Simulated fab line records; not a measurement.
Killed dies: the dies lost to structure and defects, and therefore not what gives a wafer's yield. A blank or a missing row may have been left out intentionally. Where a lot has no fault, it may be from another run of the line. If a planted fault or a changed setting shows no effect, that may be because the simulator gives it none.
fab line records ; flow nandHarc ; part 1 of 2: steps 1 to 4 of 6
[record] lots = 24; wafers = 72; lastDay = 33
route steps=1302 shown A_CONTACT@1049
lots with no fault: from the same line, run without faults
startH: hours from the record's first day to the start of the lot's first wafer shown ; waitH: time in hours since the lot's previous step ; " unchanged from the row above ; L1.1+2: several wafers, shown together as one row ; - no value, or no start given ; * or withheld: withheld ; < > ~ a bound
route shown NAME@n: a module of which the file shows steps, and the number in the route of the first ; usual: mean and standard deviation over wafers with no fault ; same: alike in all rows ; chamber/n: place in a boat ; sites: per-site readings ; _std_site: how widely they spread, as a standard deviation ; _edge_site: mean of outer sites minus mean of inner sites ; radiusMm: for every site, how far away it sits from the centre of the wafer ; mask NAME#n: copy n ; behind: the tool/chamber that last shaped the wafer ; hold: reason for holding the lot/hours on hold/outcome of the hold ; device: transistor that didn't switch, given as n, p or np ; end of line: at the end of the route, the tests of the same wafers ; a step with no rows: only its recipe ; killed: dies that structure and defects cost at the first sort, which is not the same as the wafer's yield ; map: per-die view of a wafer (x killed, . not killed, _ where there is no die)
set.NAME: the run value of the setting; set.NAME@STEP: its run value at that earlier step ; model.NAME: the simulator's own value behind a step, which no gauge read
steps of the route over a sample of lots; a table a step, a row a wafer
services: from which hour (startH, from the record's first day; less than 0 if before it) a tool's chamber was out of use, for how many hours, and why
[[steps]]
[step NHARC_A_CONTACT_ETCH_126]
[recipe] sourceW = withheld; pressureMtorr = 20; biasV = 3000; timeS = 197; targetDepthA = 19180; arFlowSccm = withheld; c4f8FlowSccm = withheld; o2FlowSccm = withheld; chemistry = C4F8/O2/Ar
[usual] chamberPressureMTorr = 19.999/0.018
lot.wafer;tool;chamber;startH;waitH;chamberPressureMTorr;rfHoursCounterH
L075.2;harCapEtch-02;0;513.55;0.1;19.992;89
L075.3;harCapEtch-02;0;513.55;0.1;19.985;-
L075.6;harCapEtch-02;0;513.55;0.1;19.978;-
L074.4;harCapEtch-01;1;519.28;0.1;20.002;-
L074.6;harCapEtch-01;1;519.28;0.1;19.988;-
L074.5;harCapEtch-01;0;519.28;0.1;20.013;-
L076.1;harCapEtch-02;0;519.38;0.1;20.025;90
L076.4;harCapEtch-02;0;519.38;0.1;20.029;-
L076.5;harCapEtch-02;0;519.38;0.1;20.015;-
L077.2;harCapEtch-01;1;523.23;0.1;19.989;2
L077.4;harCapEtch-01;1;523.23;0.1;19.986;-
L077.5;harCapEtch-01;0;523.23;0.1;19.966;-
L078.1;harCapEtch-02;0;537.73;0.1;20.022;95
L078.4;harCapEtch-02;0;537.73;0.1;20.006;-
L078.5;harCapEtch-02;1;537.73;0.1;19.976;-
L079.2;harCapEtch-03;0;540.84;0.1;20.019;52
L079.1;harCapEtch-03;1;540.84;0.1;19.986;52
L079.3;harCapEtch-03;0;540.84;0.1;19.958;-
L080.2;harCapEtch-01;1;554.65;0.1;19.990;9
L080.6;harCapEtch-01;0;554.65;0.1;20.002;-
L080.5;harCapEtch-01;1;554.65;0.1;20.000;-
L082.1;harCapEtch-02;0;577.89;0.1;19.998;100
L082.4;harCapEtch-02;1;577.89;0.1;19.992;-
L082.6;harCapEtch-02;1;577.89;0.1;19.986;-
L081.1;harCapEtch-01;0;583.65;0.1;20.024;13
L081.5;harCapEtch-01;0;583.65;0.1;19.995;-
L081.6;harCapEtch-01;1;583.65;0.1;20.019;-
L083.2;harCapEtch-01;1;591.30;0.1;19.977;15
L083.3;harCapEtch-01;0;591.30;0.1;20.017;-
L083.5;harCapEtch-01;0;591.30;0.1;20.001;-
L085.1;harCapEtch-01;0;627.54;0.1;19.993;19
L085.4;harCapEtch-01;1;627.54;0.1;20.007;-
L085.3;harCapEtch-01;0;627.54;0.1;19.985;-
L084.2;harCapEtch-02;1;630.00;0.1;19.962;107
L084.3;harCapEtch-02;1;630.00;0.1;19.990;-
L084.6;harCapEtch-02;0;630.00;0.1;20.014;-
L086.1;harCapEtch-03;1;635.31;0.2;20.000;65
L086.4;harCapEtch-03;1;635.31;0.2;19.997;-
L086.3;harCapEtch-03;0;635.31;0.2;20.007;-
L087.4;harCapEtch-02;0;638.19;0.1;20.003;-
L087.6;harCapEtch-02;0;638.19;0.1;19.996;-
L087.5;harCapEtch-02;1;638.19;0.1;20.017;-
L090.2;harCapEtch-02;0;667.86;0.1;20.019;114
L090.1;harCapEtch-02;1;667.86;0.1;19.976;114
L090.6;harCapEtch-02;0;667.86;0.1;20.024;-
L091.1;harCapEtch-03;0;671.10;0.2;20.013;70
L091.2;harCapEtch-03;1;671.10;0.2;20.010;70
L091.6;harCapEtch-03;1;671.10;0.2;19.997;-
L088.2;harCapEtch-01;0;672.15;0.1;19.962;28
L088.4;harCapEtch-01;0;672.15;0.1;20.017;-
L088.5;harCapEtch-01;0;672.15;0.1;20.017;-
L089.2;harCapEtch-02;1;675.18;0.1;19.979;116
L089.4;harCapEtch-02;0;675.18;0.1;20.013;-
L089.6;harCapEtch-02;1;675.18;0.1;20.013;-
L092.3;harCapEtch-01;1;693.11;0.1;19.986;-
L092.4;harCapEtch-01;0;693.11;0.1;20.020;-
L092.5;harCapEtch-01;0;693.11;0.1;20.020;-
L094.1;harCapEtch-01;0;696.67;0.1;20.013;36
L094.2;harCapEtch-01;1;696.67;0.1;19.997;36
L094.6;harCapEtch-01;0;696.67;0.1;19.997;-
L093.3;harCapEtch-03;1;697.32;0.1;20.000;-
L093.4;harCapEtch-03;0;697.32;0.1;19.967;-
L093.5;harCapEtch-03;1;697.32;0.1;19.984;-
L096.1;harCapEtch-02;0;703.60;0.1;20.005;123
L096.3;harCapEtch-02;0;703.60;0.1;20.015;-
L096.6;harCapEtch-02;0;703.60;0.1;20.016;-
L095.2;harCapEtch-02;1;707.14;0.1;20.021;125
L095.5;harCapEtch-02;0;707.14;0.1;20.006;-
L095.6;harCapEtch-02;1;707.14;0.1;20.007;-
L097.4;harCapEtch-03;0;737.26;0.1;19.996;-
L097.3;harCapEtch-03;1;737.26;0.1;19.962;-
L097.6;harCapEtch-03;1;737.26;0.1;19.989;-
[step NHARC_A_CONTACT_ETCH_132]
[recipe] sourceW = withheld; pressureMtorr = 20; biasV = 3000; timeS = 197; targetDepthA = 19240; arFlowSccm = withheld; c4f8FlowSccm = withheld; o2FlowSccm = withheld; chemistry = C4F8/O2/Ar
[usual] chamberPressureMTorr = 19.999/0.022
lot.wafer;tool;chamber;startH;waitH;chamberPressureMTorr;rfHoursCounterH
L075.2;harCapEtch-02;0;514.61;0.1;19.992;90
L075.3;harCapEtch-02;0;514.61;0.1;19.993;-
L075.6;harCapEtch-02;0;514.61;0.1;19.854;-
L074.4;harCapEtch-01;1;520.34;0.1;20.008;-
L074.6;harCapEtch-01;1;520.34;0.1;20.031;-
L074.5;harCapEtch-01;0;520.34;0.1;20.003;-
L076.1;harCapEtch-02;0;520.43;0.1;19.959;91
L076.4;harCapEtch-02;0;520.43;0.1;20.010;-
L076.5;harCapEtch-02;0;520.43;0.1;20.008;-
L077.2;harCapEtch-01;1;524.29;0.1;20.001;3
L077.4;harCapEtch-01;1;524.29;0.1;19.983;-
L077.5;harCapEtch-01;0;524.29;0.1;19.997;-
L078.1;harCapEtch-02;0;538.79;0.1;20.003;96
L078.4;harCapEtch-02;0;538.79;0.1;20.004;-
L078.5;harCapEtch-02;1;538.79;0.1;20.023;-
L079.2;harCapEtch-03;0;542.02;0.2;19.999;53
L079.1;harCapEtch-03;1;542.02;0.2;20.029;53
L079.3;harCapEtch-03;0;542.02;0.2;19.982;-
L080.2;harCapEtch-01;1;555.72;0.1;20.017;10
L080.6;harCapEtch-01;0;555.72;0.1;19.983;-
L080.5;harCapEtch-01;1;555.72;0.1;20.005;-
L082.1;harCapEtch-02;0;578.95;0.1;20.014;101
L082.4;harCapEtch-02;1;578.95;0.1;19.976;-
L082.6;harCapEtch-02;1;578.95;0.1;19.980;-
L081.1;harCapEtch-01;0;584.71;0.2;20.018;14
L081.5;harCapEtch-01;0;584.71;0.2;20.001;-
L081.6;harCapEtch-01;1;584.71;0.2;20.016;-
L083.2;harCapEtch-01;1;592.35;0.1;20.034;16
L083.3;harCapEtch-01;0;592.35;0.1;20.012;-
L083.5;harCapEtch-01;0;592.35;0.1;19.980;-
L085.1;harCapEtch-01;0;628.61;0.1;19.968;20
L085.4;harCapEtch-01;1;628.61;0.1;19.970;-
L085.3;harCapEtch-01;0;628.61;0.1;19.968;-
L084.2;harCapEtch-02;1;631.06;0.1;20.015;108
L084.3;harCapEtch-02;1;631.06;0.1;20.001;-
L084.6;harCapEtch-02;0;631.06;0.1;20.013;-
L086.1;harCapEtch-03;1;636.72;0.2;20.004;66
L086.4;harCapEtch-03;1;636.72;0.2;19.992;-
L086.3;harCapEtch-03;0;636.72;0.2;20.000;-
L087.4;harCapEtch-02;0;639.24;0.1;19.976;-
L087.6;harCapEtch-02;0;639.24;0.1;20.006;-
L087.5;harCapEtch-02;1;639.24;0.1;20.007;-
L090.2;harCapEtch-02;0;668.92;0.1;20.007;115
L090.1;harCapEtch-02;1;668.92;0.1;19.982;115
L090.6;harCapEtch-02;0;668.92;0.1;19.987;-
L091.1;harCapEtch-03;0;672.50;0.2;19.996;71
L091.2;harCapEtch-03;1;672.50;0.2;20.014;71
L091.6;harCapEtch-03;1;672.50;0.2;20.019;-
L088.2;harCapEtch-01;0;673.21;0.1;20.014;29
L088.4;harCapEtch-01;0;673.21;0.1;20.006;-
L088.5;harCapEtch-01;0;673.21;0.1;20.010;-
L089.2;harCapEtch-02;1;676.23;0.1;19.990;117
L089.4;harCapEtch-02;0;676.23;0.1;20.017;-
L089.6;harCapEtch-02;1;676.23;0.1;19.996;-
L092.3;harCapEtch-01;1;694.17;0.1;19.998;-
L092.4;harCapEtch-01;0;694.17;0.1;19.993;-
L092.5;harCapEtch-01;0;694.17;0.1;20.029;-
L094.1;harCapEtch-01;0;697.74;0.1;20.022;37
L094.2;harCapEtch-01;1;697.74;0.1;20.006;37
L094.6;harCapEtch-01;0;697.74;0.1;20.013;-
L093.3;harCapEtch-03;1;698.39;0.1;19.972;-
L093.4;harCapEtch-03;0;698.39;0.1;20.032;-
L093.5;harCapEtch-03;1;698.39;0.1;19.981;-
L096.1;harCapEtch-02;0;704.67;0.1;20.018;124
L096.3;harCapEtch-02;0;704.67;0.1;19.993;-
L096.6;harCapEtch-02;0;704.67;0.1;19.959;-
L095.2;harCapEtch-02;1;708.20;0.1;19.994;126
L095.5;harCapEtch-02;0;708.20;0.1;19.990;-
L095.6;harCapEtch-02;1;708.20;0.1;19.985;-
L097.4;harCapEtch-03;0;738.32;0.1;20.020;-
L097.3;harCapEtch-03;1;738.32;0.1;19.981;-
L097.6;harCapEtch-03;1;738.32;0.1;19.998;-
[step NHARC_A_CONTACT_DESCUM_13]
[recipe] timeS = 3; o2FlowSccm = 200; arFlowSccm = 0; biasPowerW = 0; chemistry = O2
[usual] chamberPressureMTorr = 60.00/0.055; drypumpMotorCurrentA = 5.5/0.51; oesProductAu = 1.001/0.011; rfVppV = 57.8/0.86; showerheadPlenumPTorr = 1.94/0.051; throttleValvePct = 11.311/0.0092
lot.wafer;tool;chamber;startH;waitH;chamberPressureMTorr;drypumpMotorCurrentA;oesProductAu;rfHoursCounterH;rfVppV;showerheadPlenumPTorr;throttleValvePct
L075.2;rieDiel-02;1;519.27;0.1;59.94;6.1;0.976;36;59.1;2.02;11.321
L075.3;rieDiel-02;2;519.27;0.1;60.07;5.7;1.016;40;56.3;1.92;11.310
L075.6;rieDiel-02;0;519.27;0.1;60.04;4.9;0.976;-;57.7;1.98;11.300
L076.1;rieDiel-02;1;526.72;0.1;59.96;6.1;0.984;40;57.2;2.02;11.307
L076.4;rieDiel-02;3;526.72;0.1;59.95;5.1;1.000;35;57.6;1.83;11.326
L076.5;rieDiel-02;0;526.72;0.1;60.05;4.8;0.989;-;58.3;1.98;11.335
L074.4;rieDiel-05;1;527.09;0.2;60.11;4.7;0.991;34;57.1;1.88;11.320
L074.5;rieDiel-05;0;527.09;0.2;60.04;4.6;1.003;-;57.7;2.03;11.307
L074.6;rieDiel-05;1;527.09;0.2;60.01;4.7;0.989;-;60.0;1.88;11.310
L077.4;rieDiel-13;0;530.04;0.1;60.03;5.8;1.020;0;58.2;1.91;11.299
L077.2;rieDiel-13;2;530.04;0.1;59.97;6.0;1.012;0;57.6;1.99;11.310
L077.5;rieDiel-13;1;530.04;0.1;59.99;6.1;1.016;-;57.2;1.96;11.320
L078.1;rieDiel-13;2;545.13;0.1;60.06;6.0;1.013;3;58.4;1.99;11.313
L078.4;rieDiel-13;1;545.13;0.1;60.04;6.1;1.002;4;57.3;1.95;11.304
L078.5;rieDiel-13;3;545.13;0.1;59.95;5.2;1.000;-;56.7;1.96;11.318
L079.3;rieDiel-13;0;550.07;0.1;60.04;5.8;1.018;5;57.6;1.90;11.313
L079.2;rieDiel-13;1;550.07;0.1;60.01;6.1;0.991;5;58.4;1.95;11.306
L079.1;rieDiel-13;2;550.07;0.1;59.96;6.0;1.008;4;58.4;1.99;11.322
L080.2;rieDiel-13;1;565.44;0.1;59.92;6.1;0.995;7;56.9;1.95;11.323
L080.5;rieDiel-13;1;565.44;0.1;59.97;6.1;0.996;-;58.8;1.95;11.305
L080.6;rieDiel-13;2;565.44;0.1;60.06;6.0;1.011;-;58.6;1.99;11.301
L082.1;rieDiel-05;1;585.30;0.1;60.04;4.7;0.989;54;58.5;1.88;11.329
L082.4;rieDiel-05;3;585.30;0.1;60.00;5.8;1.002;47;57.2;1.93;11.310
L082.6;rieDiel-05;1;585.30;0.1;60.07;4.7;0.986;-;58.9;1.88;11.298
L081.1;rieDiel-13;1;589.64;0.1;59.98;6.1;0.999;11;57.2;1.95;11.332
L081.6;rieDiel-13;1;589.64;0.1;59.99;6.1;0.999;-;58.2;1.95;11.300
L081.5;rieDiel-13;2;589.64;0.1;59.96;6.0;1.016;-;57.8;1.98;11.301
L083.3;rieDiel-13;3;597.24;0.1;60.09;5.2;0.997;11;56.1;1.96;11.315
L083.2;rieDiel-13;2;597.24;0.1;60.07;6.0;1.021;12;57.4;1.99;11.320
L083.5;rieDiel-13;0;597.24;0.1;59.98;5.8;0.998;-;57.9;1.90;11.305
L085.3;rieDiel-02;1;633.46;0.1;60.01;6.1;0.989;22;58.2;2.01;11.307
L085.1;rieDiel-02;2;633.46;0.1;59.92;5.7;0.995;23;56.9;1.91;11.309
L085.4;rieDiel-02;3;633.46;0.1;59.96;5.1;0.997;22;56.0;1.82;11.324
L084.3;rieDiel-02;3;637.57;0.1;60.02;5.1;0.991;24;57.4;1.82;11.307
L084.2;rieDiel-02;2;637.57;0.1;60.02;5.7;0.985;24;56.4;1.90;11.318
L084.6;rieDiel-02;3;637.57;0.1;60.04;5.1;0.996;-;57.0;1.82;11.317
L086.1;rieDiel-13;0;641.80;0.1;59.93;5.8;1.010;13;56.8;1.90;11.315
L086.3;rieDiel-13;1;641.80;0.1;59.99;6.1;1.007;21;58.6;1.95;11.305
L086.4;rieDiel-13;3;641.80;0.1;60.03;5.2;0.987;19;60.3;1.95;11.322
L087.4;rieDiel-05;0;645.35;0.1;60.06;4.6;0.997;17;58.9;2.02;11.313
L087.5;rieDiel-05;3;645.35;0.1;60.06;5.7;1.003;-;57.4;1.93;11.315
L087.6;rieDiel-05;0;645.35;0.1;59.98;4.7;1.001;-;59.9;2.02;11.309
L090.2;rieDiel-05;0;674.43;0.1;60.00;4.7;0.995;23;57.7;2.02;11.312
L090.1;rieDiel-05;1;674.43;0.1;59.98;4.7;1.006;24;58.6;1.87;11.315
L090.6;rieDiel-05;3;674.43;0.1;60.08;5.7;0.998;-;57.5;1.92;11.317
L091.2;rieDiel-13;1;679.63;0.1;59.97;6.0;1.011;26;57.0;1.95;11.314
L091.1;rieDiel-13;2;679.63;0.1;60.00;6.0;1.018;27;57.5;1.98;11.316
L091.6;rieDiel-13;0;679.63;0.1;59.97;5.8;1.026;-;57.6;1.90;11.320
L088.4;rieDiel-13;1;680.16;0.1;60.00;6.1;0.996;26;57.6;1.95;11.309
L088.2;rieDiel-13;0;680.16;0.1;59.97;5.8;1.001;16;58.9;1.90;11.303
L088.5;rieDiel-13;2;680.16;0.1;59.99;6.0;1.003;-;58.1;1.98;11.318
L089.2;rieDiel-13;0;682.28;0.1;59.97;5.8;1.007;17;57.1;1.90;11.313
L089.4;rieDiel-13;1;682.28;0.1;60.06;6.1;1.002;27;57.4;1.95;11.315
L089.6;rieDiel-13;0;682.28;0.1;60.01;5.8;1.008;-;57.1;1.90;11.288
L092.4;rieDiel-02;3;698.96;0.1;60.09;5.1;0.996;38;56.2;1.82;11.296
L092.3;rieDiel-02;0;698.96;0.1;59.92;4.9;1.013;38;58.5;1.96;11.308
L092.5;rieDiel-02;3;698.96;0.1;60.09;5.1;0.995;-;55.5;1.82;11.309
L094.2;rieDiel-02;3;703.15;0.1;59.92;5.1;1.014;40;57.6;1.82;11.317
L094.1;rieDiel-02;0;703.15;0.1;59.95;4.9;1.004;41;58.7;1.96;11.310
L094.6;rieDiel-02;2;703.15;0.1;60.06;5.7;0.977;-;57.3;1.90;11.308
L093.3;rieDiel-05;3;704.64;0.1;59.96;5.8;1.006;43;57.7;1.92;11.297
L093.4;rieDiel-05;3;704.64;0.1;59.97;5.8;1.013;-;56.6;1.92;11.302
L093.5;rieDiel-05;0;704.64;0.1;60.09;4.7;0.996;-;57.2;2.01;11.309
L096.1;rieDiel-13;3;709.42;0.1;60.01;5.2;0.990;0;58.4;1.95;11.329
L096.3;rieDiel-13;1;709.42;0.1;60.08;6.0;0.986;0;58.0;1.95;11.302
L096.6;rieDiel-13;0;709.42;0.1;60.04;5.8;1.008;-;58.4;1.90;11.307
L095.2;rieDiel-05;0;712.86;0.1;59.95;4.6;0.990;41;58.5;2.01;11.321
L095.5;rieDiel-05;3;712.86;0.1;59.97;5.8;1.017;-;57.6;1.92;11.310
L095.6;rieDiel-05;0;712.86;0.1;59.95;4.7;0.994;-;56.2;2.01;11.316
L097.3;rieDiel-13;3;743.16;0.1;59.93;5.2;0.997;4;57.7;1.95;11.294
L097.4;rieDiel-13;1;743.16;0.1;59.95;6.1;0.990;4;57.8;1.94;11.319
L097.6;rieDiel-13;0;743.16;0.1;60.01;5.8;0.997;-;57.2;1.90;11.318
[step NHARC_A_CONTACT_ETCH_110]
[recipe] targetDepthA = 600; overetchA = 60; timeS = 33; ionEnergyEv = 100; cf4FlowSccm = 80; o2FlowSccm = 20; arFlowSccm = 0; rfW = 300; biasW = 100; chemistry = CF4/O2
[usual] chamberPressureMTorr = 30.00/0.038; drypumpMotorCurrentA = 5.5/0.52; oesProductAu = 0.999/0.011; rfVppV = 198.1/1.1; showerheadPlenumPTorr = 1.35/0.035; throttleValvePct = 13.397/0.0092
lot.wafer;tool;chamber;startH;waitH;chamberPressureMTorr;drypumpMotorCurrentA;oesProductAu;rfHoursCounterH;rfVppV;showerheadPlenumPTorr;throttleValvePct
L075.3;rieDiel-05;1;522.95;0.1;30.03;4.8;0.988;32;197.6;1.32;13.411
L075.2;rieDiel-05;3;522.95;0.1;30.00;5.8;0.992;26;198.5;1.35;13.387
L075.6;rieDiel-05;0;522.95;0.1;30.00;4.7;0.993;-;198.5;1.42;13.401
L076.4;rieDiel-05;3;530.48;0.1;30.00;5.8;0.994;28;197.3;1.35;13.402
L076.1;rieDiel-05;0;530.48;0.1;30.02;4.7;0.997;26;200.1;1.42;13.400
L076.5;rieDiel-05;3;530.48;0.1;29.99;5.7;0.989;-;198.7;1.35;13.411
L074.4;rieDiel-02;2;530.68;0.1;29.97;5.7;0.998;45;196.9;1.34;13.410
L074.5;rieDiel-02;2;530.68;0.1;30.05;5.7;1.010;-;198.3;1.34;13.389
L074.6;rieDiel-02;3;530.68;0.1;30.01;5.1;0.994;-;196.4;1.28;13.393
L077.4;rieDiel-05;0;533.60;0.1;30.02;4.6;0.991;26;199.5;1.42;13.403
L077.2;rieDiel-05;1;533.60;0.1;30.02;4.8;0.979;35;197.3;1.31;13.396
L077.5;rieDiel-05;2;533.60;0.1;30.02;5.9;0.993;-;198.5;1.34;13.401
L078.1;rieDiel-13;2;548.97;0.1;30.04;6.0;1.022;4;198.6;1.39;13.367
L078.4;rieDiel-13;3;548.97;0.1;30.02;5.2;1.005;4;197.2;1.37;13.414
L078.5;rieDiel-13;0;548.97;0.1;29.99;5.8;1.023;-;196.1;1.33;13.393
L079.2;rieDiel-05;0;554.09;0.0;29.98;4.7;0.990;35;199.0;1.41;13.399
L079.1;rieDiel-05;1;554.09;0.0;30.01;4.7;0.995;43;196.6;1.31;13.398
L079.3;rieDiel-05;3;554.09;0.0;30.02;5.7;0.981;39;199.1;1.35;13.388
L080.2;rieDiel-13;2;568.94;0.0;30.02;6.0;1.014;8;197.6;1.38;13.397
L080.5;rieDiel-13;2;568.94;0.0;30.03;6.0;1.011;-;198.6;1.38;13.377
L080.6;rieDiel-13;3;568.94;0.0;29.95;5.2;0.991;-;198.7;1.37;13.387
L082.1;rieDiel-13;1;589.01;0.1;30.02;6.1;1.013;11;197.8;1.36;13.400
L082.4;rieDiel-13;3;589.01;0.1;30.03;5.2;0.998;-;198.6;1.36;13.407
L082.6;rieDiel-13;1;589.01;0.1;30.04;6.0;1.004;-;198.3;1.36;13.399
L081.1;rieDiel-13;3;593.15;0.1;30.02;5.2;0.996;11;198.2;1.36;13.413
L081.5;rieDiel-13;1;593.15;0.1;29.97;6.1;1.012;-;198.2;1.36;13.403
L081.6;rieDiel-13;2;593.15;0.1;30.01;6.0;1.019;-;199.0;1.38;13.400
L083.2;rieDiel-13;2;600.73;0.1;29.98;6.0;1.015;13;198.8;1.38;13.411
L083.3;rieDiel-13;3;600.73;0.1;30.01;5.1;0.994;11;197.6;1.36;13.409
L083.5;rieDiel-13;0;600.73;0.1;29.99;5.8;1.000;-;197.7;1.33;13.401
L085.4;rieDiel-02;1;637.27;0.0;30.00;6.0;0.982;23;198.8;1.40;13.391
L085.3;rieDiel-02;2;637.27;0.0;29.99;5.7;0.978;24;196.9;1.33;13.409
L085.1;rieDiel-02;3;637.27;0.0;29.96;5.1;0.993;24;196.3;1.27;13.382
L084.2;rieDiel-02;3;641.06;0.1;29.98;5.1;0.996;24;196.9;1.27;13.392
L084.3;rieDiel-02;0;641.06;0.1;30.00;4.8;0.987;23;200.3;1.37;13.399
L084.6;rieDiel-02;3;641.06;0.1;29.99;5.1;0.995;-;195.5;1.27;13.394
L086.1;rieDiel-13;2;645.80;0.1;30.03;6.0;1.025;22;198.8;1.38;13.415
L086.3;rieDiel-13;3;645.80;0.1;30.00;5.2;1.003;19;198.9;1.36;13.391
L086.4;rieDiel-13;0;645.80;0.1;29.99;5.8;0.997;13;198.2;1.33;13.389
L087.4;rieDiel-13;3;648.82;0.1;30.03;5.1;1.004;20;197.6;1.36;13.414
L087.5;rieDiel-13;1;648.82;0.1;29.99;6.1;1.005;-;197.7;1.36;13.404
L087.6;rieDiel-13;2;648.82;0.1;29.99;6.0;1.023;-;199.0;1.38;13.399
L090.2;rieDiel-13;3;678.32;0.1;30.01;5.2;1.003;25;198.6;1.36;13.381
L090.1;rieDiel-13;0;678.32;0.1;30.01;5.8;1.013;16;197.4;1.33;13.386
L090.6;rieDiel-13;0;678.32;0.1;29.99;5.8;1.002;-;197.8;1.33;13.396
L091.1;rieDiel-02;0;683.09;0.1;29.99;4.9;1.004;32;199.9;1.37;13.389
L091.2;rieDiel-02;2;683.09;0.1;30.05;5.7;0.986;33;196.8;1.33;13.397
L091.6;rieDiel-02;0;683.09;0.1;29.98;4.9;1.007;-;197.8;1.37;13.402
L088.4;rieDiel-13;0;683.97;0.1;30.00;5.8;1.004;18;197.0;1.33;13.410
L088.2;rieDiel-13;1;683.97;0.1;29.98;6.1;1.002;28;197.3;1.36;13.393
L088.5;rieDiel-13;0;683.97;0.1;30.01;5.8;1.008;-;196.4;1.33;13.402
L089.4;rieDiel-13;3;685.77;0.1;30.02;5.2;1.001;27;199.4;1.36;13.403
L089.2;rieDiel-13;0;685.77;0.1;29.96;5.8;1.003;18;198.7;1.33;13.393
L089.6;rieDiel-13;2;685.77;0.1;30.00;6.0;1.008;-;199.4;1.38;13.395
L092.3;rieDiel-02;3;703.19;0.1;29.99;5.1;0.998;40;196.3;1.27;13.397
L092.4;rieDiel-02;1;703.19;0.1;29.96;6.1;0.980;40;199.5;1.40;13.395
L092.5;rieDiel-02;3;703.19;0.1;29.97;5.1;1.001;-;196.2;1.27;13.393
L094.1;rieDiel-05;2;707.09;0.1;30.03;5.9;0.999;27;197.7;1.33;13.406
L094.2;rieDiel-05;3;707.09;0.1;30.00;5.8;1.006;44;198.0;1.34;13.394
L094.6;rieDiel-05;1;707.09;0.1;29.99;4.7;0.999;-;196.5;1.30;13.405
L093.3;rieDiel-13;0;708.29;0.1;30.00;5.8;1.007;0;197.7;1.33;13.390
L093.4;rieDiel-13;1;708.29;0.1;30.07;6.1;0.983;0;198.0;1.36;13.409
L093.5;rieDiel-13;2;708.29;0.1;30.00;6.0;0.994;-;198.3;1.38;13.402
L096.3;rieDiel-13;0;712.97;0.1;30.01;5.8;1.001;1;198.7;1.33;13.395
L096.1;rieDiel-13;1;712.97;0.1;30.00;6.0;0.996;1;198.4;1.36;13.380
L096.6;rieDiel-13;2;712.97;0.1;29.94;6.0;1.010;-;199.6;1.38;13.404
L095.2;rieDiel-05;3;716.47;0.1;30.01;5.8;1.001;47;198.5;1.34;13.397
L095.5;rieDiel-05;1;716.47;0.1;30.03;4.7;0.993;-;195.5;1.30;13.407
L095.6;rieDiel-05;2;716.47;0.1;30.00;5.9;0.993;-;198.2;1.33;13.392
L097.4;rieDiel-05;0;746.69;0.1;30.06;4.7;0.988;48;199.2;1.40;13.391
L097.3;rieDiel-05;3;746.69;0.1;29.98;5.7;1.007;54;197.4;1.34;13.400
L097.6;rieDiel-05;0;746.69;0.1;30.08;4.6;0.999;-;198.0;1.40;13.402
